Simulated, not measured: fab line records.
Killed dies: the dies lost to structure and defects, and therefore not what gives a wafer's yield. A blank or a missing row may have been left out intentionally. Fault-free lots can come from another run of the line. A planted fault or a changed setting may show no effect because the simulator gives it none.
Which tool is to blame? :: flow n5-finfet :: 28 wafers from 10 lots sampled at 7 of the route's 1938 steps

WHAT THE GAUGES SHOWED, per wafer
N5_FIN_SAQP_CD_MEAS_31: the cd target is 8 nm. Usual: cd-nm reads 8.16 nm (standard deviation 0.24).
lot: L362
measured: day 2 02:37
on: cd-sem-02
cd-nm (nm): 8.28 7.80 7.78
flag: 

lot: L363
measured: day 2 07:18
on: cd-sem-02
cd-nm (nm): 8.05 8.03 7.84
flag: 

lot: L364
measured: day 2 13:47
on: cd-sem-01
cd-nm (nm): 8.07 7.90 7.99
flag: 

lot: L366
measured: day 3 02:11
on: cd-sem-01
cd-nm (nm): 8.31 8.56 8.23
flag: 

lot: L369
measured: day 3 19:32
on: cd-sem-02
cd-nm (nm): 8.18 8.11 8.38
flag: 

lot: L373
measured: day 5 00:59
on: cd-sem-01
cd-nm (nm): 8.29 8.51 7.80
flag: 

lot: L377
measured: day 5 20:05
on: cd-sem-02
cd-nm (nm): 7.77 8.18
flag: 

lot: L378
measured: day 6 01:23
on: cd-sem-01
cd-nm (nm): 8.34 8.41 8.23
flag: 

lot: L379
measured: day 6 07:53
on: cd-sem-02
cd-nm (nm): 8.04 8.23 8.11
flag: 

lot: L382
measured: day 7 03:11
on: cd-sem-01
cd-nm (nm): 8.47 8.07
flag: 

N5_FIN_SAQP_INSPECT_40: inspects for defects (brightfield). Usual: raw-defect-count reads 241 (standard deviation 82).
lot: L362
measured: day 2 03:12
on: defect-inspect-01
raw-defect-count: 323 223 279
flag: 

lot: L363
measured: day 2 07:56
on: defect-inspect-02
raw-defect-count: 217 216 203
flag: 

lot: L364
measured: day 2 14:25
on: defect-inspect-01
raw-defect-count: 229 143 203
flag: 

lot: L366
measured: day 3 02:46
on: defect-inspect-02
raw-defect-count: 205 219 297
flag: 

lot: L369
measured: day 3 20:07
on: defect-inspect-01
raw-defect-count: 194 252 175
flag: 

lot: L373
measured: day 5 01:39
on: defect-inspect-01
raw-defect-count: 278 310 316
flag: 

lot: L377
measured: day 5 20:40
on: defect-inspect-01
raw-defect-count: 259 188
flag: 

lot: L378
measured: day 6 01:59
on: defect-inspect-01
raw-defect-count: 1364 1355 1244
flag: OFF

lot: L379
measured: day 6 08:31
on: defect-inspect-01
raw-defect-count: 1369 1551 1274
flag: OFF

lot: L382
measured: day 7 03:46
on: defect-inspect-02
raw-defect-count: 163 160
flag: 

N5_FIN_CUT_OVL_MEAS_09. Usual: for FIN_CUT_OVL the level is 0.3 nm and the standard deviation is 0.58.
lot: L362
measured: day 2 03:40
on: overlay-01
FIN_CUT_OVL (nm): -0.1 -0.1 0.4
flag: 

lot: L363
measured: day 2 08:23
on: overlay-01
FIN_CUT_OVL (nm): -0.4 0.6 -0.1
flag: 

lot: L364
measured: day 2 14:53
on: overlay-01
FIN_CUT_OVL (nm): -0.1 0.2 0.0
flag: 

lot: L366
measured: day 3 03:07
on: overlay-02
FIN_CUT_OVL (nm): -0.1 -0.6 0.1
flag: 

lot: L369
measured: day 3 20:35
on: overlay-01
FIN_CUT_OVL (nm): -0.8 -1.1 0.6
flag: 

lot: L373
measured: day 5 01:59
on: overlay-02
FIN_CUT_OVL (nm): 1.4 0.6 0.1
flag: 

lot: L377
measured: day 5 21:08
on: overlay-01
FIN_CUT_OVL (nm): 1.2 0.7
flag: 

lot: L378
measured: day 6 02:19
on: overlay-02
FIN_CUT_OVL (nm): -0.3 -0.1 0.6
flag: 

lot: L379
measured: day 6 08:51
on: overlay-02
FIN_CUT_OVL (nm): 1.2 0.3 0.5
flag: 

lot: L382
measured: day 7 04:07
on: overlay-01
FIN_CUT_OVL (nm): 0.6 0.4
flag: 

N5_FIN_CUT_INSPECT_10: inspects for defects (brightfield). Usual: raw-defect-count reads 44 (standard deviation 13).
lot: L362
measured: day 2 03:43
on: defect-inspect-02
raw-defect-count: 42 42 37
flag: 

lot: L363
measured: day 2 08:26
on: defect-inspect-02
raw-defect-count: 38 45 47
flag: 

lot: L364
measured: day 2 14:55
on: defect-inspect-02
raw-defect-count: 61 36 32
flag: 

lot: L366
measured: day 3 03:10
on: defect-inspect-02
raw-defect-count: 39 32 48
flag: 

lot: L369
measured: day 3 20:38
on: defect-inspect-01
raw-defect-count: 37 42 34
flag: 

lot: L373
measured: day 5 02:02
on: defect-inspect-01
raw-defect-count: 40 44 47
flag: 

lot: L377
measured: day 5 21:10
on: defect-inspect-02
raw-defect-count: 34 37
flag: 

lot: L378
measured: day 6 02:22
on: defect-inspect-02
raw-defect-count: 1199 1210 1094
flag: OFF

lot: L379
measured: day 6 08:54
on: defect-inspect-01
raw-defect-count: 1171 1208 1141
flag: OFF

lot: L382
measured: day 7 04:10
on: defect-inspect-01
raw-defect-count: 33 35
flag: 

N5_BEOL_M4_RC_MEAS_101. Usual: DIBL_N 36.5 mV/V, standard deviation 2.2; DIBL_P 36.9 mV/V, standard deviation 2.9; IOFF_N 0.17 nA/um, standard deviation 0.044; IOFF_P 0.22 nA/um, standard deviation 0.052; ION_N 671 uA/um, standard deviation 16; ION_P 461 uA/um, standard deviation 10; SS_N 71.6 mV/dec, standard deviation 0.73; SS_P 73.5 mV/dec, standard deviation 0.79; VT_N 250 mV, standard deviation 4.1; VT_P -250 mV, standard deviation 4.1.
lot: L362
measured: day 8 10:38
on: prober-01
DIBL_N (mV/V): 34.2 35.1 32.4
DIBL_P (mV/V): 34.7 37.1 30.0
IOFF_N (nA/um): 0.12 0.13 0.09
IOFF_P (nA/um): 0.16 0.19 0.10
ION_N (uA/um): 667 674 647
ION_P (uA/um): 455 463 440
SS_N (mV/dec): 70.9 71.0 70.4
SS_P (mV/dec): 72.1 72.9 71.1
VT_N (mV): 253 252 260
VT_P (mV): -255 -254 -262
flag: 

lot: L363
measured: day 9 04:32
on: prober-02
DIBL_N (mV/V): 35.9 36.7 35.2
DIBL_P (mV/V): 36.2 36.3 36.0
IOFF_N (nA/um): 0.15 0.15 0.14
IOFF_P (nA/um): 0.21 0.20 0.21
ION_N (uA/um): 666 656 664
ION_P (uA/um): 459 453 461
SS_N (mV/dec): 70.7 71.3 71.9
SS_P (mV/dec): 73.0 73.7 73.2
VT_N (mV): 249 250 253
VT_P (mV): -249 -252 -248
flag: 

lot: L364
measured: day 9 11:28
on: prober-01
DIBL_N (mV/V): 34.2 37.0 35.7
DIBL_P (mV/V): 34.5 38.1 37.1
IOFF_N (nA/um): 0.11 0.16 0.13
IOFF_P (nA/um): 0.18 0.22 0.21
ION_N (uA/um): 655 655 668
ION_P (uA/um): 451 448 463
SS_N (mV/dec): 71.1 72.2 71.2
SS_P (mV/dec): 72.1 73.3 72.9
VT_N (mV): 258 250 252
VT_P (mV): -254 -252 -251
flag: 

lot: L366
measured: day 9 17:33
on: prober-02
DIBL_N (mV/V): 35.4 36.6 31.5
DIBL_P (mV/V): 33.8 36.8 31.6
IOFF_N (nA/um): 0.14 0.15 0.09
IOFF_P (nA/um): 0.16 0.21 0.14
ION_N (uA/um): 645 653 640
ION_P (uA/um): 443 449 446
SS_N (mV/dec): 71.9 72.1 70.9
SS_P (mV/dec): 72.2 73.5 71.8
VT_N (mV): 251 252 257
VT_P (mV): -253 -249 -253
flag: 

lot: L369
measured: day 10 03:28
on: prober-01
DIBL_N (mV/V): 37.2 33.1 36.8
DIBL_P (mV/V): 36.5 31.3 36.6
IOFF_N (nA/um): 0.16 0.11 0.16
IOFF_P (nA/um): 0.25 0.18 0.24
ION_N (uA/um): 671 648 660
ION_P (uA/um): 462 447 462
SS_N (mV/dec): 71.9 71.2 71.2
SS_P (mV/dec): 73.6 73.2 73.8
VT_N (mV): 252 255 250
VT_P (mV): -246 -248 -247
flag: 

lot: L373
measured: day 11 20:53
on: prober-01
DIBL_N (mV/V): 33.4 38.8 36.5
DIBL_P (mV/V): 32.6 38.4 35.0
IOFF_N (nA/um): 0.11 0.19 0.14
IOFF_P (nA/um): 0.14 0.21 0.17
ION_N (uA/um): 661 669 657
ION_P (uA/um): 448 446 454
SS_N (mV/dec): 70.1 72.4 71.5
SS_P (mV/dec): 73.1 73.8 72.4
VT_N (mV): 256 251 254
VT_P (mV): -258 -252 -255
flag: 

lot: L377
measured: day 13 03:30
on: prober-01
DIBL_N (mV/V): 38.2 37.5
DIBL_P (mV/V): 39.8 38.9
IOFF_N (nA/um): 0.20 0.18
IOFF_P (nA/um): 0.25 0.24
ION_N (uA/um): 684 670
ION_P (uA/um): 468 459
SS_N (mV/dec): 72.4 72.2
SS_P (mV/dec): 73.7 73.6
VT_N (mV): 249 249
VT_P (mV): -249 -251
flag: 

lot: L378
measured: day 12 22:58
on: prober-02
DIBL_N (mV/V): 38.1 38.3 37.2
DIBL_P (mV/V): 37.6 38.7 37.2
IOFF_N (nA/um): 0.21 0.21 0.20
IOFF_P (nA/um): 0.26 0.26 0.24
ION_N (uA/um): 680 685 688
ION_P (uA/um): 465 468 465
SS_N (mV/dec): 71.9 72.3 71.7
SS_P (mV/dec): 73.6 74.0 73.9
VT_N (mV): 245 244 246
VT_P (mV): -246 -249 -249
flag: 

lot: L379
measured: day 13 02:46
on: prober-02
DIBL_N (mV/V): 34.6 38.4 37.3
DIBL_P (mV/V): 35.2 41.1 39.9
IOFF_N (nA/um): 0.13 0.23 0.18
IOFF_P (nA/um): 0.19 0.30 0.30
ION_N (uA/um): 662 700 656
ION_P (uA/um): 461 477 459
SS_N (mV/dec): 71.6 71.5 71.9
SS_P (mV/dec): 72.9 74.3 74.1
VT_N (mV): 252 240 248
VT_P (mV): -250 -246 -244
flag: 

lot: L382
measured: day 14 03:44
on: prober-02
DIBL_N (mV/V): 35.1 40.6
DIBL_P (mV/V): 34.2 41.2
IOFF_N (nA/um): 0.16 0.31
IOFF_P (nA/um): 0.24 0.38
ION_N (uA/um): 682 707
ION_P (uA/um): 478 487
SS_N (mV/dec): 71.1 72.5
SS_P (mV/dec): 72.9 74.8
VT_N (mV): 251 241
VT_P (mV): -243 -238
flag: 

TOOL THAT RAN EACH LOT (tool first, then ch and the chambers of the sampled wafers, then the start)
lot: L362
N5_FIN_SAQP_RECESS_75: vapor-etch-01 ch 0,1, day 1 23:32
N5_FIN_SAQP_MANDREL2_REMOVE_60: rie-si-02 ch 0,1,2, day 2 02:30

lot: L363
N5_FIN_SAQP_RECESS_75: vapor-etch-02 ch 0,1, day 2 04:19
N5_FIN_SAQP_MANDREL2_REMOVE_60: rie-si-03 ch 1,2, day 2 07:11

lot: L364
N5_FIN_SAQP_RECESS_75: vapor-etch-02 ch 0,1, day 2 10:49
N5_FIN_SAQP_MANDREL2_REMOVE_60: rie-si-03 ch 2,3, day 2 13:40

lot: L366
N5_FIN_SAQP_RECESS_75: vapor-etch-01 ch 1, day 2 22:58
N5_FIN_SAQP_MANDREL2_REMOVE_60: rie-si-03 ch 0,3, day 3 02:05

lot: L369
N5_FIN_SAQP_RECESS_75: vapor-etch-02 ch 0,1, day 3 16:33
N5_FIN_SAQP_MANDREL2_REMOVE_60: rie-si-02 ch 1,2,3, day 3 19:25

lot: L373
N5_FIN_SAQP_RECESS_75: vapor-etch-02 ch 1, day 4 18:52
N5_FIN_SAQP_MANDREL2_REMOVE_60: rie-si-02 ch 0,2,3, day 5 00:52

lot: L377
N5_FIN_SAQP_RECESS_75: vapor-etch-02 ch 0,1, day 5 16:59
N5_FIN_SAQP_MANDREL2_REMOVE_60: rie-si-01 ch 0,3, day 5 19:58

lot: L378
N5_FIN_SAQP_RECESS_75: vapor-etch-02 ch 0,1, day 5 22:31
N5_FIN_SAQP_MANDREL2_REMOVE_60: rie-si-03 ch 0,3, day 6 01:16

lot: L379
N5_FIN_SAQP_RECESS_75: vapor-etch-02 ch 0,1, day 6 04:05
N5_FIN_SAQP_MANDREL2_REMOVE_60: rie-si-03 ch 1,3, day 6 07:47

lot: L382
N5_FIN_SAQP_RECESS_75: vapor-etch-01 ch 0,1, day 6 22:41
N5_FIN_SAQP_MANDREL2_REMOVE_60: rie-si-02 ch 0,3, day 7 03:04
- N5_FIN_SAQP_RECESS_75: chemistry HF/NH3, target SiO2, target depth 14.4 nm, afs cycles 3, sublimation time 60 s.
- N5_FIN_SAQP_MANDREL2_REMOVE_60: chemistry HBr/Cl2/O2, target a-Si, stops on SiNx, bt time 10 s.

AS READ BY THE TOOLS THEMSELVES (means over the sampled wafers that have a number; for cases with no such wafer, the mark the record gives instead)
N5_FIN_SAQP_RECESS_75. Usual: drypump-motor-current-A reads 5.70 A (standard deviation 0.26).
lot: L362
tool: vapor-etch-01
drypump-motor-current-A (A): 5.78
flag: 

lot: L363
tool: vapor-etch-02
drypump-motor-current-A (A): 5.72
flag: 

lot: L364
tool: vapor-etch-02
drypump-motor-current-A (A): 5.47
flag: 

lot: L366
tool: vapor-etch-01
drypump-motor-current-A (A): 5.81
flag: 

lot: L369
tool: vapor-etch-02
drypump-motor-current-A (A): 5.71
flag: 

lot: L373
tool: vapor-etch-02
drypump-motor-current-A (A): 5.95
flag: 

lot: L377
tool: vapor-etch-02
drypump-motor-current-A (A): 5.61
flag: 

lot: L378
tool: vapor-etch-02
drypump-motor-current-A (A): 5.48
flag: 

lot: L379
tool: vapor-etch-02
drypump-motor-current-A (A): 5.73
flag: 

lot: L382
tool: vapor-etch-01
drypump-motor-current-A (A): 5.78
flag: 

N5_FIN_SAQP_MANDREL2_REMOVE_60. Usual: drypump-motor-current-A 5.4 A, standard deviation 0.35; oes-product-au 1.000 a.u., standard deviation 0.023; throttle-valve-pct 36.9 %, standard deviation 0.48.
lot: L362
tool: rie-si-02
drypump-motor-current-A (A): 5.2
oes-product-au (a.u.): 0.989
throttle-valve-pct (%): 37.1
flag: 

lot: L363
tool: rie-si-03
drypump-motor-current-A (A): 5.1
oes-product-au (a.u.): 0.983
throttle-valve-pct (%): 37.1
flag: 

lot: L364
tool: rie-si-03
drypump-motor-current-A (A): 5.1
oes-product-au (a.u.): 0.994
throttle-valve-pct (%): 37.5
flag: 

lot: L366
tool: rie-si-03
drypump-motor-current-A (A): 5.5
oes-product-au (a.u.): 1.021
throttle-valve-pct (%): 36.8
flag: 

lot: L369
tool: rie-si-02
drypump-motor-current-A (A): 5.4
oes-product-au (a.u.): 0.988
throttle-valve-pct (%): 37.0
flag: 

lot: L373
tool: rie-si-02
drypump-motor-current-A (A): 5.4
oes-product-au (a.u.): 0.983
throttle-valve-pct (%): 37.0
flag: 

lot: L377
tool: rie-si-01
drypump-motor-current-A (A): 5.9
oes-product-au (a.u.): 0.979
throttle-valve-pct (%): 36.8
flag: 

lot: L378
tool: rie-si-03
drypump-motor-current-A (A): 5.5
oes-product-au (a.u.): 1.030
throttle-valve-pct (%): 36.8
flag: 

lot: L379
tool: rie-si-03
drypump-motor-current-A (A): 5.3
oes-product-au (a.u.): 0.989
throttle-valve-pct (%): 36.9
flag: 

lot: L382
tool: rie-si-02
drypump-motor-current-A (A): 5.4
oes-product-au (a.u.): 0.976
throttle-valve-pct (%): 36.9
flag: 

THE ANSWER, worked out from the rows above alone
Rule: lot off if the mean of its wafers having a number is beyond 3 standard deviations from the usual mean. A lot without any number at a reading at which 4 lots or more have one is off too. All remaining lots with rows at the step are treated as sound. Order of review: gauges by route order, followed by the tools' own readings, for which a lot's mean as printed above is used. The first step at which some lot is off is used, and at that step the reading that is off furthest; a lot without a number counts as furthest.
Off at N5_FIN_SAQP_INSPECT_40 (raw-defect-count): L378, L379.
A tool fits if, at a process step before that reading, it ran every lot that is off, and no sound lot after the first of them. The gauges at N5_FIN_SAQP_INSPECT_40 are tried like those tools. Can't be told from this: 3 tools fit, vapor-etch-02 at N5_FIN_SAQP_RECESS_75, rie-si-03 at N5_FIN_SAQP_MANDREL2_REMOVE_60, defect-inspect-01 at N5_FIN_SAQP_INSPECT_40.

WHAT THE SIMULATOR PUT IN
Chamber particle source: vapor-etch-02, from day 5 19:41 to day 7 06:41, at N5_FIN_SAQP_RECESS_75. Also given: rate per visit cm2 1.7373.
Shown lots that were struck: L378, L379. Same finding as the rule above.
